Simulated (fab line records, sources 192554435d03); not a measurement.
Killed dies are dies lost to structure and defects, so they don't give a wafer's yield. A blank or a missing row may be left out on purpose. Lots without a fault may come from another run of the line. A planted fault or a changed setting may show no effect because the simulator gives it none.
Which tool did it? | flow n5_finfet | 10 lots, 30 wafers sampled, at 6 steps of a route of 1938

WHAT THE GAUGES READ, wafer by wafer
N5_FIN_CUT_INSPECT_17: inspects for defects (brightfield).
lot  | measured    | on                | raw_defect_count
L289 | day 2 05:24 | defect_inspect-02 | 271 150 183
L290 | day 2 10:44 | defect_inspect-02 | 122 174 100
L292 | day 2 21:47 | defect_inspect-02 | 347 276 318
L294 | day 3 12:00 | defect_inspect-01 | 295 213 214
L295 | day 3 16:53 | defect_inspect-02 | 213 197 207
L296 | day 3 23:10 | defect_inspect-02 | 260 218 329
L301 | day 5 04:17 | defect_inspect-02 | 265 378 196
L302 | day 5 10:54 | defect_inspect-01 | 221 226 245
L303 | day 5 20:16 | defect_inspect-01 | 186 196 206
L307 | day 6 18:59 | defect_inspect-01 | 203 171 238

N5_STI_FIN_REVEAL_INSPECT_13: inspects for defects (darkfield).
lot  | measured    | on                | raw_defect_count
L289 | day 2 14:11 | defect_inspect-01 | 7 14 9
L290 | day 2 19:46 | defect_inspect-01 | 11 18 14
L292 | day 3 07:02 | defect_inspect-01 | 17 15 9
L294 | day 3 20:41 | defect_inspect-01 | 4 7 10
L295 | day 4 02:23 | defect_inspect-02 | 2 21 20
L296 | day 4 08:23 | defect_inspect-01 | 7 13 15
L301 | day 5 13:07 | defect_inspect-01 | 15 11 8
L302 | day 5 20:02 | defect_inspect-01 | 14 7 24
L303 | day 6 05:04 | defect_inspect-01 | 403 401 418
L307 | day 7 04:06 | defect_inspect-01 | 385 389 423

N5_BEOL_M4_RC_MEAS_101.
lot  | measured     | on        | DIBL_N (mV/V)  | DIBL_P (mV/V)  | IOFF_N (nA/um) | IOFF_P (nA/um) | ION_N (uA/um) | ION_P (uA/um) | SS_N (mV/dec)  | SS_P (mV/dec)  | VT_N (mV)   | VT_P (mV)
L289 | day 8 10:06  | prober-01 | 36.0 37.1 36.7 | 37.1 37.0 36.6 | 0.17 0.18 0.18 | 0.24 0.23 0.23 | 684 682 669   | 471 464 467   | 71.4 71.3 71.6 | 73.4 73.3 73.3 | 249 248 249 | -247 -248 -247
L290 | day 8 07:37  | prober-01 | 36.4 34.2 34.7 | 35.4 31.6 32.5 | 0.16 0.11 0.13 | 0.20 0.16 0.16 | 664 655 662   | 456 455 454   | 71.6 70.5 71.2 | 73.0 72.0 72.5 | 250 256 253 | -251 -256 -257
L292 | day 8 09:44  | prober-02 | 38.8 37.2 36.9 | 39.1 37.0 35.8 | 0.20 0.16 0.14 | 0.28 0.22 0.21 | 671 664 667   | 463 459 460   | 72.0 71.6 72.1 | 74.1 72.7 73.2 | 246 249 250 | -244 -247 -250
L294 | day 9 08:49  | prober-02 | 33.1 35.5 34.2 | 33.7 36.5 35.5 | 0.12 0.16 0.14 | 0.15 0.18 0.18 | 662 666 682   | 454 449 469   | 71.1 71.8 71.3 | 73.2 73.2 72.5 | 252 248 251 | -255 -254 -255
L295 | day 9 08:45  | prober-01 | 36.3 34.4 39.2 | 37.4 36.1 40.2 | 0.15 0.13 0.20 | 0.21 0.18 0.27 | 654 663 669   | 448 460 455   | 70.6 71.2 73.0 | 73.9 73.1 74.0 | 248 252 246 | -252 -251 -251
L296 | day 9 17:07  | prober-01 | 35.7 35.9 37.4 | 36.3 36.5 38.2 | 0.16 0.15 0.19 | 0.19 0.20 0.23 | 681 674 689   | 459 467 471   | 71.7 72.2 73.0 | 72.8 74.3 73.7 | 247 252 248 | -252 -252 -251
L301 | day 10 21:58 | prober-02 | 34.8 37.0 32.8 | 35.7 37.5 32.3 | 0.13 0.16 0.10 | 0.19 0.21 0.14 | 672 676 658   | 462 459 451   | 71.4 72.0 71.4 | 73.5 73.7 71.9 | 251 249 255 | -250 -248 -255
L302 | day 11 15:01 | prober-01 | 36.2 35.2 35.0 | 35.7 35.6 34.7 | 0.14 0.14 0.12 | 0.19 0.20 0.18 | 658 684 655   | 453 470 460   | 71.2 71.1 70.1 | 72.7 73.4 72.7 | 252 250 254 | -252 -250 -251
L303 | day 11 21:53 | prober-02 | 34.5 37.2 37.5 | 34.6 37.2 38.0 | 0.12 0.16 0.16 | 0.16 0.19 0.20 | 667 676 672   | 455 457 460   | 71.1 71.5 72.1 | 72.6 72.8 73.8 | 252 250 252 | -255 -254 -253
L307 | day 12 10:33 | prober-01 | 37.5 34.2 33.3 | 38.7 34.3 33.9 | 0.19 0.12 0.11 | 0.21 0.15 0.14 | 678 670 655   | 456 455 443   | 72.3 71.8 71.4 | 73.8 73.0 72.8 | 251 255 255 | -252 -259 -259

WHICH TOOL RAN EACH LOT (tool, then ch and the chambers of the sampled wafers, then the start)
lot  | N5_FIN_CUT_CUT_ETCH_28          | N5_STI_FIN_REVEAL_DENSIFY_30    | N5_STI_FIN_REVEAL_STRIP_16
L289 | rie_si-03 ch 0,1,3, day 2 05:10 | rtp_anneal-01 ch 0, day 2 10:56 | wet_bench-06 ch 0,5,7, day 2 13:01
L290 | rie_si-05 ch 1,2,3, day 2 10:29 | rtp_anneal-02 ch 0, day 2 16:25 | wet_bench-03 ch 0,3,4, day 2 18:35
L292 | rie_si-03 ch 1,2, day 2 21:33   | rtp_anneal-02 ch 0, day 3 03:50 | wet_bench-06 ch 0,6,7, day 3 05:52
L294 | rie_si-03 ch 0,1,3, day 3 11:46 | rtp_anneal-01 ch 0, day 3 17:26 | wet_bench-03 ch 0,3,6, day 3 19:31
L295 | rie_si-03 ch 0,3, day 3 16:39   | rtp_anneal-02 ch 0, day 3 22:22 | wet_bench-03 ch 2,4,5, day 4 01:13
L296 | rie_si-03 ch 1,2, day 3 22:56   | rtp_anneal-01 ch 0, day 4 05:08 | wet_bench-05 ch 0,4,7, day 4 07:11
L301 | rie_si-03 ch 0,1,2, day 5 04:02 | rtp_anneal-01 ch 0, day 5 09:45 | wet_bench-06 ch 2,5,7, day 5 11:52
L302 | rie_si-01 ch 1,2,3, day 5 10:38 | rtp_anneal-02 ch 0, day 5 16:22 | wet_bench-06 ch 0,4,5, day 5 18:28
L303 | rie_si-01 ch 0,1,2, day 5 20:02 | rtp_anneal-02 ch 0, day 6 01:47 | wet_bench-06 ch 4,5,7, day 6 03:52
L307 | rie_si-01 ch 0,1,2, day 6 18:45 | rtp_anneal-02 ch 0, day 7 00:30 | wet_bench-06 ch 1,5,6, day 7 02:34
- N5_FIN_CUT_CUT_ETCH_28: etches Si in HBr/Cl2/O2, target depth 6 nm, time 2.4 s.
- N5_STI_FIN_REVEAL_DENSIFY_30
- N5_STI_FIN_REVEAL_STRIP_16: strips SiNx in H3PO4, target depth 23.8 nm.

WHAT THE TOOLS THEMSELVES READ (means of the sampled wafers that have a number; where no wafer has one, the mark that the record gives instead)
N5_FIN_CUT_CUT_ETCH_28.
lot  | tool      | drypump_motor_current_A (A) | mfc_cl2_sccm (sccm) | oes_product_au (a.u.) | throttle_valve_pct (%)
L289 | rie_si-03 | 5.9                         | 79.87               | 0.993                 | 37.0
L290 | rie_si-05 | 5.3                         | 80.08               | 0.991                 | 37.3
L292 | rie_si-03 | 5.9                         | 80.00               | 1.014                 | 37.1
L294 | rie_si-03 | 5.9                         | 79.99               | 0.999                 | 37.0
L295 | rie_si-03 | 6.0                         | 80.19               | 0.986                 | 36.9
L296 | rie_si-03 | 5.9                         | 80.11               | 1.013                 | 37.1
L301 | rie_si-03 | 5.9                         | 79.97               | 0.999                 | 37.0
L302 | rie_si-01 | 5.2                         | 79.89               | 1.006                 | 37.0
L303 | rie_si-01 | 5.5                         | 79.99               | 1.003                 | 37.0
L307 | rie_si-01 | 5.5                         | 80.28               | 1.006                 | 37.0

N5_STI_FIN_REVEAL_DENSIFY_30.
lot  | tool          | lamp_power_pct (%)
L289 | rtp_anneal-01 | 11.60
L290 | rtp_anneal-02 | 11.51
L292 | rtp_anneal-02 | 11.53
L294 | rtp_anneal-01 | 11.50
L295 | rtp_anneal-02 | 11.53
L296 | rtp_anneal-01 | 11.52
L301 | rtp_anneal-01 | 11.52
L302 | rtp_anneal-02 | 11.56
L303 | rtp_anneal-02 | 11.48
L307 | rtp_anneal-02 | 11.53

THE ANSWER, worked out from the rows above alone
Rule: what is usual is taken from the lots themselves. Put in order of their means at a reading, lots are off if they are a third of the lots or fewer, leave a main group of 4 or more, and stand apart from it by a gap of 3 or more times the standard deviation of the main group's means; of several such gaps the widest counts. A main group whose means are all the same, to the digits that the tables above print for the reading, isn't used. A lot without any number at a reading at which 4 lots or more have one is off too. The other lots that the step has rows for count as sound. The gauges are gone through in route order, then the tools' own readings, and for those a lot's mean is taken as printed above. The first step at which some lot is off is used, and at that step the reading that is off furthest; a lot without a number counts as furthest.
Off: L303, L307, at N5_STI_FIN_REVEAL_INSPECT_13 (raw_defect_count). The main group: mean 12, standard deviation 2.5.
A tool fits if, at a process step before that reading, it ran every lot that is off, and no sound lot after the first of them. The gauges at N5_STI_FIN_REVEAL_INSPECT_13 are tried like those tools. Can't be told from this: 4 tools fit, rie_si-01 at N5_FIN_CUT_CUT_ETCH_28, rtp_anneal-02 at N5_STI_FIN_REVEAL_DENSIFY_30, wet_bench-06 at N5_STI_FIN_REVEAL_STRIP_16, defect_inspect-01 at N5_STI_FIN_REVEAL_INSPECT_13.

WHAT THE SIMULATOR HAD PUT IN
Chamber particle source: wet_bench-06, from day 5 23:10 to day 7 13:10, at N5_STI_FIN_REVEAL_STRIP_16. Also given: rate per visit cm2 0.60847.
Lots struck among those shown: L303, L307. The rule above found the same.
